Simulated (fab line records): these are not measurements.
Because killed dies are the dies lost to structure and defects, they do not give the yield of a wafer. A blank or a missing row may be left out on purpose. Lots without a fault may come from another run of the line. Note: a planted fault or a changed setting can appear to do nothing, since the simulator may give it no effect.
Struck lot and sound lot, side by side    flow n5-finfet    35 out of 1938 route steps
Sound: wafers L660.2, L660.5, L660.6. Struck: wafer L669.4 (left out: L669.3, L669.5 of the same lot, which were not struck); the cause appears at the end.
Order at every step that has rows: each side's tool, ch and its chambers, its first start. Under that, the readings that differ: sound wafers    struck wafers    difference of the means    sigmas: that difference in standard deviations of wafers without a fault.
alike: words and numbers the same on both sides, and readings whose means are apart by under 2 such deviations; not compared: readings that were withheld, readings missing a value for some wafer, numbers with overlapping values and no deviation given by the record, and bounds like >300 which may hide the same value.
Wherever a step has rows on one side only, a row that says differs or no value, or a row with sigmas, the two part there. Numbers that have no deviation but don't overlap get no sigmas and don't part them. A reading missing from all wafers of one side parts the sides only when that side holds two or more wafers.

first, 8 steps without rows for these wafers: N5_BEOL_M10_SPUTTER_48 (material Cu, target thk 12 nm, time 2 s); N5_BEOL_M10_ECD_50 (material Cu, target thk 318 nm); N5_BEOL_M10_ANNEAL_51 (time 90 s); N5_BEOL_M10_CMP_52 (polishes, stops on SiCOH lowk, t overpolish 7 s, target thk 140 nm); N5_BEOL_M10_PRE_CLEAN_55 (time 15 s); N5_BEOL_M10_DEP_56 (deposits SiCN from 3MS/NH3, target thk 15 nm, time 26.5 s); N5_BEOL_M11_ILD_DEP_00 (deposits SiCOH lowk from DEMS/porogen, target thk 308.51 nm, time 58 s); N5_BEOL_M11_CURE_71 (cures SiCOH lowk, time 240 s).
N5_BEOL_M11_PECVD_70: deposits SiO2 from TEOS/O2, target thk 20 nm, time 22.7 s.
  sound on pecvd-02 ch 0,2, day 12 01:27; struck on pecvd-01 ch 1, day 14 07:57
reading                                      sound           struck  difference  sigmas
heater-power-w (W)                           747 759 1020    587     -255        -2
showerhead-plenum-p-Torr (Torr)              8.70 8.69 8.81  8.83    +0.10       +2
model.SiO2_of_BEOL_M11_PECVD_70.thk-nm (nm)  20 20.4 19.8    14.8    -5.3        
  alike: throttle-valve-pct
then, 24 steps without rows for these wafers: N5_BEOL_M11_HM_DEP_02 (deposits TiN, target thk 20 nm); N5_BEOL_M11_COAT_59 (time 60 s, resist thk 100 nm); N5_BEOL_M11_COAT_60 (time 60 s, resist thk 30 nm); N5_BEOL_M11_COAT_05 (resist thk 90 nm); N5_BEOL_M11_EBR_07; N5_BEOL_M11_SOFTBAKE_06 (time 60 s); N5_BEOL_M11_EXPOSE_08 (exposes mask M11); N5_BEOL_M11_PEB_09 (peb time 60 s); N5_BEOL_M11_DEVELOP_10 (develop time 30 s); N5_BEOL_M11_DESCUM_16 (chemistry O2, time 7.9 s); N5_BEOL_M11_ETCH_61 (etches SiARC in CF4, target depth 39 nm, time 65 s); N5_BEOL_M11_ETCH_62 (etches SOC in N2/H2, target depth 110 nm, overetch 22 nm, time 165 s); N5_BEOL_M11_STRIP_68 (strips in N2/H2); N5_BEOL_M11_STRIP_67 (strips in CF4); N5_BEOL_M11_HM_OPEN_17 (chemistry Cl2/BCl3, target TiN, target depth 20 nm, overetch 6 nm); N5_BEOL_M11_STRIP_19 (strips in O2); N5_BEOL_M11_COAT_63 (time 60 s, resist thk 100 nm); N5_BEOL_M11_COAT_64 (time 60 s, resist thk 30 nm); N5_BEOL_M11_COAT_22 (resist thk 90 nm); N5_BEOL_M11_EBR_24; N5_BEOL_M11_SOFTBAKE_23 (time 60 s); N5_BEOL_M11_EXPOSE_25 (exposes mask V10); N5_BEOL_M11_PEB_26 (peb time 60 s); N5_BEOL_M11_DEVELOP_27 (develop time 30 s).
N5_BEOL_M11_HM_STRIP_39: strips TiN in peroxide tin strip, target depth 25 nm, time 158 s.
  sound on wet-bench-04 ch 0,1,2, day 12 05:04; struck on wet-bench-06 ch 5, day 14 13:33
reading                                      sound           struck  difference  sigmas
model.SiO2_of_BEOL_M11_PECVD_70.thk-nm (nm)  19.8 20.2 19.6  14.6    -5.3        
N5_BEOL_M11_CMP_52: polishes, stops on SiCOH lowk, t overpolish 7 s, target thk 140 nm.
  sound on cmp-01 ch 1,2,3, day 12 08:52; struck on cmp-04 ch 3, day 14 15:16
reading                       sound           struck  difference  sigmas
barrier-field-endpoint-s (s)  29.1 28.8 29.3  22.7    -6.4        -7
  alike: motor-current-A

## WHERE THEY PART
At N5_BEOL_M11_PECVD_70 first; at N5_BEOL_M11_CMP_52 last (within this record only).

WHY: the cause the simulator had injected
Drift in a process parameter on pecvd-01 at N5_BEOL_M11_PECVD_70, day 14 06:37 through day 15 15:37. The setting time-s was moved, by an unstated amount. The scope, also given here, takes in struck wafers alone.
